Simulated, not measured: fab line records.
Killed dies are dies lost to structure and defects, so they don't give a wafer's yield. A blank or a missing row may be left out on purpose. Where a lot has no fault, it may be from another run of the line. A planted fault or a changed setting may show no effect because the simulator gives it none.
fab line records	flow n5-finfet
record lots=7	wafers=39
route steps=1938 shown BEOL_M7@1308 BEOL_M9@1405
start-h: the number of hours between the record's first day and the start of the first shown wafer of the lot	wait-h: hours from the lot's prior step to this one	" repeats the value in the row above	L1.1+2: a single row standing in for several wafers	- no value, or no start was given	* or withheld: withheld	< > ~ a bound
route shown NAME@n: NAME is a module with steps in the file, n the number in the route of the first one	usual: mean/standard deviation of fault-free wafers	same: alike in all rows	chamber/n: place in a boat	sites: per-site readings	_std_site: their standard deviation	_edge_site: mean of outer sites minus mean of inner sites	radius-mm: for every site, how far away it sits from the centre of the wafer	mask NAME#n: copy n	behind: tool/chamber where the wafer was last shaped	hold: reason for holding the lot/hours on hold/outcome of the hold	device: whichever transistor did not switch (one of n, p or np)	end of line: the tests these same wafers got at the end of their route	for a step that has no rows: nothing shown but its recipe	killed: not the wafer's yield, but the dies lost to structure and defects at the first sort	map: a wafer's dies, x killed, . not, _ none there
set.NAME: the setting the step ran with; set.NAME@STEP: the setting that earlier step ran with	model.NAME: the simulator's own value behind a step, which no gauge read
lots whose settings were changed on purpose; a table a step, a row a wafer
## steps
# step N5_BEOL_M7_TRENCH_ETCH_37
# recipe chemistry=C4F6/O2	target-depth-a=934.78	target=SiCOH_lowk	time-s=31.2	ion-energy-ev=250	pressure-mtorr=30	source-w=345	bias-w=185	Ar_flow_sccm=300	C4F6_flow_sccm=10	O2_flow_sccm=10
lot.wafer	tool	chamber	start-h	wait-h	set.time-s	model.etch.depth-nm	model.BEOL_M7.feature-depth-nm	model.TiN_of_BEOL_M7_HM_DEP_02.thk-nm
L077.1	rie-diel-06	2	-	-	13.99	40.71	40.8	19
L077.2	"	1	"	"	13.99	42.3	42.4	19
L077.3	"	3	"	"	31.2	94.19	94.2	17.4
L077.4	"	0	"	"	31.2	91.82	91.8	17.4
L077.5	"	2	"	"	31.2	91.07	91	17.8
L077.6	"	3	"	"	13.99	42.38	42.4	18.8
L089.1	rie-diel-02	2	-	-	19.01	56.92	57	18.6
L089.2	"	0	"	"	19.01	57.59	57.6	18.6
L089.3	"	3	"	"	31.2	91.06	91	17.4
L089.4	"	1	"	"	31.2	93.09	93	17.6
L089.5	"	3	"	"	31.2	90.7	90.8	17.6
L089.6	"	2	"	"	19.01	56.58	56.6	18.6
L091.1	rie-diel-05	0	-	-	47.54	143.8	143.8	16
L091.2	"	1	"	"	47.54	144.3	144.4	16.2
L091.3	"	3	"	"	31.2	94.8	94.8	17.6
L091.4	"	2	"	"	31.2	93.37	93.4	17.6
L091.5	"	0	"	"	31.2	94.27	94.2	17.4
L091.6	"	1	"	"	47.54	145.1	145	16
L094.1	rie-diel-05	2	-	-	31.2	91.92	92	17.2
L094.2	"	3	"	"	31.2	94.7	94.8	16.8
L094.3	"	1	"	"	13.44	40.67	40.6	18.4
L094.4	"	0	"	"	31.2	93.49	93.4	17
L094.5	"	2	"	"	13.44	39.59	39.6	18.6
L094.6	"	3	"	"	13.44	40.41	40.4	18.6
L095.1	rie-diel-05	3	-	-	31.2	94.53	94.6	17.6
L095.2	"	0	"	"	31.2	94.86	94.8	17.6
L095.3	"	1	"	"	45.31	136.9	137	16.2
L095.4	"	0	"	"	31.2	94.33	94.4	17.4
L095.5	"	1	"	"	45.31	137.1	137	16.2
L095.6	"	3	"	"	45.31	137.7	137.6	16.4
L093.1	rie-diel-02	3	-	-	39.24	113.8	113.8	17
L093.2	"	1	"	"	31.2	94.28	94.2	17.4
L093.3	"	2	"	"	39.24	116.6	116.6	16.8
L093.4	"	0	"	"	39.24	117.2	117.2	16.8
L093.5	"	1	"	"	31.2	93.28	93.2	17.4
L093.6	"	2	"	"	31.2	92.62	92.6	17.2
L097.1	rie-diel-05	0	-	-	31.2	93.06	93	17.6
L097.3	"	3	"	"	31.2	94.13	94.2	17.6
L097.6	"	3	"	"	31.2	93.29	93.2	17.8
# step N5_BEOL_M7_ETCH_41
# recipe chemistry=CH3F/O2	target=SiCN	target-depth-a=319	taper-deg=2	time-s=57.8	ion-energy-ev=120	mask-material=TiN	pressure-mtorr=30	source-w=395	bias-w=75	Ar_flow_sccm=150	CH3F_flow_sccm=30	O2_flow_sccm=20
# step N5_BEOL_M7_STRIP_80
# recipe chemistry=N2/H2	time-s=10	power-w=450	temp-c=40	pressure-mtorr=20	rf-frequency-hz=6e+07	bias-power-w=7	n2-flow-sccm=200	h2-flow-sccm=200
# step N5_BEOL_M7_OCD_MEAS_38
# usual trench-depth-nm=93.5/1.3
lot.wafer	tool	chamber	start-h	wait-h	set.time-s@BEOL_M7_TRENCH_ETCH_37	trench-depth-nm
L077.1	ocd-01	-	226.34	-	13.99	40.6
L077.2	"	-	"	"	13.99	42.5
L077.3	"	-	"	"	31.2	93.9
L077.4	"	-	"	"	31.2	92.2
L077.5	"	-	"	"	31.2	91.3
L077.6	"	-	"	"	13.99	41.9
L089.1	ocd-01	-	292.97	-	19.01	57.1
L089.2	"	-	"	"	19.01	57.0
L089.3	"	-	"	"	31.2	91.2
L089.4	"	-	"	"	31.2	93.5
L089.5	"	-	"	"	31.2	90.5
L089.6	"	-	"	"	19.01	56.8
L091.1	ocd-01	-	315.80	-	47.54	143.8
L091.2	"	-	"	"	47.54	144.4
L091.3	"	-	"	"	31.2	95.1
L091.4	"	-	"	"	31.2	94.0
L091.5	"	-	"	"	31.2	94.3
L091.6	"	-	"	"	47.54	144.9
L094.1	ocd-02	-	331.20	-	31.2	92.0
L094.2	"	-	"	"	31.2	94.4
L094.3	"	-	"	"	13.44	40.9
L094.4	"	-	"	"	31.2	92.9
L094.5	"	-	"	"	13.44	39.4
L094.6	"	-	"	"	13.44	40.3
L095.1	ocd-02	-	338.99	-	31.2	94.6
L095.2	"	-	"	"	31.2	94.7
L095.3	"	-	"	"	45.31	137.0
L095.4	"	-	"	"	31.2	94.2
L095.5	"	-	"	"	45.31	137.1
L095.6	"	-	"	"	45.31	137.8
L093.1	ocd-02	-	339.15	-	39.24	113.7
L093.2	"	-	"	"	31.2	94.1
L093.3	"	-	"	"	39.24	116.5
L093.4	"	-	"	"	39.24	116.9
L093.5	"	-	"	"	31.2	93.2
L093.6	"	-	"	"	31.2	92.5
L097.1	ocd-02	-	347.02	-	31.2	93.0
L097.3	"	-	"	"	31.2	94.5
L097.6	"	-	"	"	31.2	93.7
# step N5_BEOL_M7_HM_STRIP_39
# recipe chemistry=peroxide-tin-strip	material=TiN	target-depth-a=250	temp-c=50	time-s=158
# step N5_BEOL_M7_SRD_40
# recipe time-s=30	temp-c=23	rinse-liquid=diw	dry=ipa-marangoni
# step N5_BEOL_M7_ECD_50
# recipe material=Cu	target-thk-a=3000
# step N5_BEOL_M7_ANNEAL_51
# recipe temp-c=225	time-s=90	ambient=N2
# step N5_BEOL_M7_CMP_52
# recipe stop-on=SiCOH_lowk	t-overpolish-s=6.9	down-force-psi=1	platen-rpm=50	clearing-platen-down-force-psi=1.5	clearing-platen-rpm=50	post-cmp-clean=cu-alkaline	target-thk-nm=80	clearing-platen-pad-velocity-m-s=0.99484	pad-velocity-m-s=0.99484
lot.wafer	tool	chamber	start-h	wait-h	set.time-s@BEOL_M7_TRENCH_ETCH_37	model.Cu_of_BEOL_M7_ECD_50.thk-nm
L077.4	cmp-03	0	230.16	0.1	31.2	78.8
L077.2	"	1	"	"	13.99	27.8
L077.1+6	"	2,1	"	"	13.99	26.6
L077.3	"	3	"	"	31.2	80.8
L077.5	"	0	"	"	31.2	77.2
L089.2	cmp-03	0	295.57	0.2	19.01	44.2
L089.3	"	1	"	"	31.2	75.8
L089.4	"	2	"	"	31.2	80
L089.1	"	3	"	"	19.01	42.2
L089.6	"	0	"	"	19.01	41.6
L089.5	"	1	"	"	31.2	76.8
L091.4	cmp-03	2	317.97	0.1	31.2	81.4
L091.1	"	3	"	"	47.54	130.8
L091.2	"	0	"	"	47.54	131.8
L091.3	"	1	"	"	31.2	82.2
L091.6	"	2	"	"	47.54	133
L091.5	"	3	"	"	31.2	81
L094.4	cmp-03	2	334.05	0.1	31.2	82.2
L094.2	"	3	"	"	31.2	82.4
L094.1	"	0	"	"	31.2	79.2
L094.3	"	1	"	"	13.44	29.2
L094.6	"	2	"	"	13.44	28.8
L094.5	"	3	"	"	13.44	29
L095.4	cmp-01	3	341.13	0.1	31.2	80.8
L095.3	"	0	"	"	45.31	124
L095.1	"	1	"	"	31.2	81.8
L095.2	"	2	"	"	31.2	82.4
L095.5	"	3	"	"	45.31	123.6
L095.6	"	0	"	"	45.31	124.8
L093.3	cmp-03	1	341.52	0.2	39.24	102
L093.1	"	2	"	"	39.24	100.2
L093.4	"	3	"	"	39.24	103.4
L093.2	"	0	"	"	31.2	80.6
L093.6	"	1	"	"	31.2	79
L093.5	"	2	"	"	31.2	79.6
L097.3	cmp-04	2	349.28	0.2	31.2	81
L097.1	"	3	"	"	31.2	78.2
L097.6	"	0	"	"	31.2	78.6
# step N5_BEOL_M7_THK_MEAS_53
# recipe thk-meas-gauge=xrf	reads=Cu_of_BEOL_M7_ECD_50
# usual M7_THK=80.8/1.6
lot.wafer	tool	chamber	start-h	wait-h	set.time-s@BEOL_M7_TRENCH_ETCH_37	M7_THK[nm]
L077.1	film-metro-01	-	230.46	-	13.99	27.2
L077.2	"	-	"	"	13.99	28.3
L077.3	"	-	"	"	31.2	82.4
L077.4	"	-	"	"	31.2	80.0
L077.5	"	-	"	"	31.2	78.7
L077.6	"	-	"	"	13.99	27.0
L089.1	film-metro-01	-	295.86	-	19.01	42.9
L089.2	"	-	"	"	19.01	45.0
L089.3	"	-	"	"	31.2	77.1
L089.4	"	-	"	"	31.2	81.3
L089.5	"	-	"	"	31.2	78.0
L089.6	"	-	"	"	19.01	42.2
L091.1	film-metro-01	-	318.27	-	47.54	131.8
L091.2	"	-	"	"	47.54	132.4
L091.3	"	-	"	"	31.2	82.8
L091.4	"	-	"	"	31.2	81.7
L091.5	"	-	"	"	31.2	81.4
L091.6	"	-	"	"	47.54	133.9
L094.1	film-metro-02	-	334.34	-	31.2	79.2
L094.2	"	-	"	"	31.2	82.6
L094.3	"	-	"	"	13.44	29.2
L094.4	"	-	"	"	31.2	82.0
L094.5	"	-	"	"	13.44	29.1
L094.6	"	-	"	"	13.44	29.0
L095.1	film-metro-01	-	341.42	-	31.2	82.8
L095.2	"	-	"	"	31.2	83.5
L095.3	"	-	"	"	45.31	125.2
L095.4	"	-	"	"	31.2	81.6
L095.5	"	-	"	"	45.31	125.4
L095.6	"	-	"	"	45.31	126.0
L093.1	film-metro-02	-	341.81	-	39.24	100.4
L093.2	"	-	"	"	31.2	80.4
L093.3	"	-	"	"	39.24	101.7
L093.4	"	-	"	"	39.24	103.3
L093.5	"	-	"	"	31.2	79.7
L093.6	"	-	"	"	31.2	79.0
L097.1	film-metro-02	-	349.50	-	31.2	79.2
L097.3	"	-	"	"	31.2	81.9
L097.6	"	-	"	"	31.2	79.6
# step N5_BEOL_M7_PRE_CLEAN_55
# recipe gas=NH3	time-s=15	temp-c=withheld	rf-power-w=300
# step N5_BEOL_M7_DEP_56
# recipe material=SiCN	target-thk-a=100	temp-c=withheld	precursor=3MS/NH3	pressure-torr=3	rf-w=202	time-s=17.5
# step N5_BEOL_M7_RS_MEAS_57
# recipe thk-meas-gauge=four-point-probe	reads=Cu_of_BEOL_M7_ECD_50+Co_of_BEOL_M7_CVD_78+TaN_of_BEOL_M7_ALD_77
# usual M7_RS=0.286/0.0073
lot.wafer	tool	chamber	start-h	wait-h	set.time-s@BEOL_M7_TRENCH_ETCH_37	M7_RS[ohm/sq]
L077.1	film-metro-01	-	230.63	0.1	13.99	1.158
L077.2	"	-	"	"	13.99	1.094
L077.3	"	-	"	"	31.2	0.283
L077.4	"	-	"	"	31.2	0.291
L077.5	"	-	"	"	31.2	0.298
L077.6	"	-	"	"	13.99	1.154
L089.1	film-metro-01	-	296.00	0.1	19.01	0.628
L089.2	"	-	"	"	19.01	0.592
L089.3	"	-	"	"	31.2	0.305
L089.4	"	-	"	"	31.2	0.286
L089.5	"	-	"	"	31.2	0.300
L089.6	"	-	"	"	19.01	0.643
L091.1	film-metro-01	-	318.40	0.1	47.54	0.164
L091.2	"	-	"	"	47.54	0.162
L091.3	"	-	"	"	31.2	0.277
L091.4	"	-	"	"	31.2	0.280
L091.5	"	-	"	"	31.2	0.282
L091.6	"	-	"	"	47.54	0.160
L094.1	film-metro-02	-	334.47	0.1	31.2	0.290
L094.2	"	-	"	"	31.2	0.276
L094.3	"	-	"	"	13.44	1.015
L094.4	"	-	"	"	31.2	0.277
L094.5	"	-	"	"	13.44	1.026
L094.6	"	-	"	"	13.44	1.032
L095.1	film-metro-01	-	341.55	0.1	31.2	0.279
L095.2	"	-	"	"	31.2	0.276
L095.3	"	-	"	"	45.31	0.173
L095.4	"	-	"	"	31.2	0.283
L095.5	"	-	"	"	45.31	0.174
L095.6	"	-	"	"	45.31	0.172
L093.1	film-metro-02	-	341.94	0.1	39.24	0.220
L093.2	"	-	"	"	31.2	0.284
L093.3	"	-	"	"	39.24	0.216
L093.4	"	-	"	"	39.24	0.213
L093.5	"	-	"	"	31.2	0.287
L093.6	"	-	"	"	31.2	0.290
L097.1	film-metro-01	-	349.63	0.1	31.2	0.294
L097.3	"	-	"	"	31.2	0.283
L097.6	"	-	"	"	31.2	0.292
# step N5_BEOL_M9_HM_DEP_02
# recipe material=TiN	target-thk-a=200	temp-c=25	chamber-pressure-pa=0.49996
lot.wafer	tool	chamber	start-h	wait-h	set.target-thk-a	model.TiN_of_BEOL_M9_HM_DEP_02.thk-nm
L077.1+4+6	pvd-sputter-01	-	239.42	1.0	200	19.8
L077.2	"	-	"	"	200	19.4
L077.3+5	"	-	"	"	200	19.6
L089.1+2	pvd-sputter-03	-	307.12	0.5	200	19.8
L089.3+5	"	-	"	"	256.6	25.4
L089.4	"	-	"	"	200	20
L089.6	"	-	"	"	256.6	25.6
L091.1+5	pvd-sputter-01	-	331.29	1.0	248.3	24.8
L091.2	"	-	"	"	200	19.6
L091.3	"	-	"	"	248.3	24.6
L091.4	"	-	"	"	200	20
L091.6	"	-	"	"	200	19.8
L094.1+2+6	pvd-sputter-02	-	343.43	1.4	290.3	28.8
L094.3+4+5	"	-	"	"	200	19.8
L095.1	pvd-sputter-01	-	351.84	1.2	113.1	11.8
L095.2+5	"	-	"	"	113.1	11.6
L095.3+6	"	-	"	"	200	20.4
L095.4	"	-	"	"	200	20.2
L093.1+6	pvd-sputter-02	-	353.96	1.0	200	20
L093.2	"	-	"	"	142.2	14
L093.3+4	"	-	"	"	142.2	14.2
L093.5	"	-	"	"	200	20.2
L097.1	pvd-sputter-02	-	358.00	0.6	200	20.4
L097.3	"	-	"	"	200	20.2
L097.6	"	-	"	"	200	20.6
# step N5_BEOL_M9_COAT_59
# recipe resist=SOC	temp-c=250	time-s=60	spin-rpm=1500	resist-thk-nm=100
# step N5_BEOL_M9_COAT_60
# recipe resist=SiARC	temp-c=220	time-s=60	spin-rpm=1500	resist-thk-nm=30
# step N5_BEOL_M9_STRIP_68
# recipe chemistry=N2/H2	temp-c=40	n2-flow-sccm=200	h2-flow-sccm=200	rf-frequency-hz=6e+07
# step N5_BEOL_M9_STRIP_67
# recipe chemistry=CF4	resist=SiARC	power-w=300	bias-power-w=75	pressure-mtorr=50	cf4-flow-sccm=150	rf-frequency-hz=6e+07
# step N5_BEOL_M9_HM_OPEN_17
# recipe chemistry=Cl2/BCl3	target-depth-a=200	overetch-a=60	target=TiN	mask-material=SOC	ion-energy-ev=150	pressure-mtorr=10	icp-w=1000	bias-w=126	Cl2_flow_sccm=53.25	bcl3-flow-sccm=21.75	Ar_flow_sccm=25
lot.wafer	tool	chamber	start-h	wait-h	set.target-thk-a@BEOL_M9_HM_DEP_02	model.etch.depth-nm
L077.1	rie-metal-01	0	240.54	0.1	200	19.85
L077.2	"	1	"	"	200	19.5
L077.3	"	1	"	"	200	19.6
L077.4	"	0	"	"	200	19.86
L077.5	"	0	"	"	200	19.59
L077.6	"	1	"	"	200	19.77
L089.1	rie-metal-01	1	307.97	0.0	200	19.88
L089.2	"	0	"	"	200	19.79
L089.3	"	0	"	"	256.6	25.45
L089.4	"	1	"	"	200	20.02
L089.5	"	0	"	"	256.6	25.48
L089.6	"	1	"	"	256.6	25.61
L091.1	rie-metal-02	1	332.17	0.0	248.3	24.7
L091.2	"	0	"	"	200	19.59
L091.3	"	0	"	"	248.3	24.66
L091.4	"	1	"	"	200	19.9
L091.5	"	0	"	"	248.3	24.81
L091.6	"	1	"	"	200	19.77
L094.1	rie-metal-03	0	344.16	0.0	290.3	26.15
L094.2	"	1	"	"	290.3	25.71
L094.3	"	1	"	"	200	19.79
L094.4	"	0	"	"	200	19.78
L094.5	"	1	"	"	200	19.71
L094.6	"	0	"	"	290.3	26.01
L095.1	rie-metal-02	0	352.79	0.0	113.1	11.76
L095.2	"	1	"	"	113.1	11.54
L095.3	"	1	"	"	200	20.35
L095.4	"	0	"	"	200	20.29
L095.5	"	0	"	"	113.1	11.62
L095.6	"	1	"	"	200	20.33
L093.1	rie-metal-03	0	354.81	0.0	200	20.01
L093.2	"	1	"	"	142.2	14.09
L093.3	"	1	"	"	142.2	14.19
L093.4	"	0	"	"	142.2	14.27
L093.5	"	0	"	"	200	20.15
L093.6	"	1	"	"	200	19.91
L097.1	rie-metal-01	1	359.07	0.0	200	20.43
L097.3	"	1	"	"	200	20.24
L097.6	"	0	"	"	200	20.5
## key
split step=N5_BEOL_M7_TRENCH_ETCH_37	setting=time-s	stated=31.2	by=wafer
response step=N5_BEOL_M7_TRENCH_ETCH_37	reading=model.etch.depth-nm	change=+0.928	per=1%	r=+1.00
response step=N5_BEOL_M7_TRENCH_ETCH_37	reading=model.BEOL_M7.feature-depth-nm	change=+0.928	per=1%	r=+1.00
response step=N5_BEOL_M7_TRENCH_ETCH_37	reading=model.TiN_of_BEOL_M7_HM_DEP_02.thk-nm	change=-0.0266	per=1%	r=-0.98
response step=N5_BEOL_M7_OCD_MEAS_38	reading=trench-depth-nm	change=+0.928	per=1%	r=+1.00
response step=N5_BEOL_M7_CMP_52	reading=model.Cu_of_BEOL_M7_ECD_50.thk-nm	change=+0.93	per=1%	r=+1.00
response step=N5_BEOL_M7_THK_MEAS_53	reading=M7_THK	change=+0.938	per=1%	r=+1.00
response step=N5_BEOL_M7_RS_MEAS_57	reading=M7_RS	shape=bent	at-lowest=1.024	at-stated=0.286	at-highest=0.162
split step=N5_BEOL_M9_HM_DEP_02	setting=target-thk-a	stated=200	by=wafer
response step=N5_BEOL_M9_HM_DEP_02	reading=model.TiN_of_BEOL_M9_HM_DEP_02.thk-nm	change=+0.2	per=1%	r=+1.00
response step=N5_BEOL_M9_HM_OPEN_17	reading=model.etch.depth-nm	change=+0.18	per=1%	r=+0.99
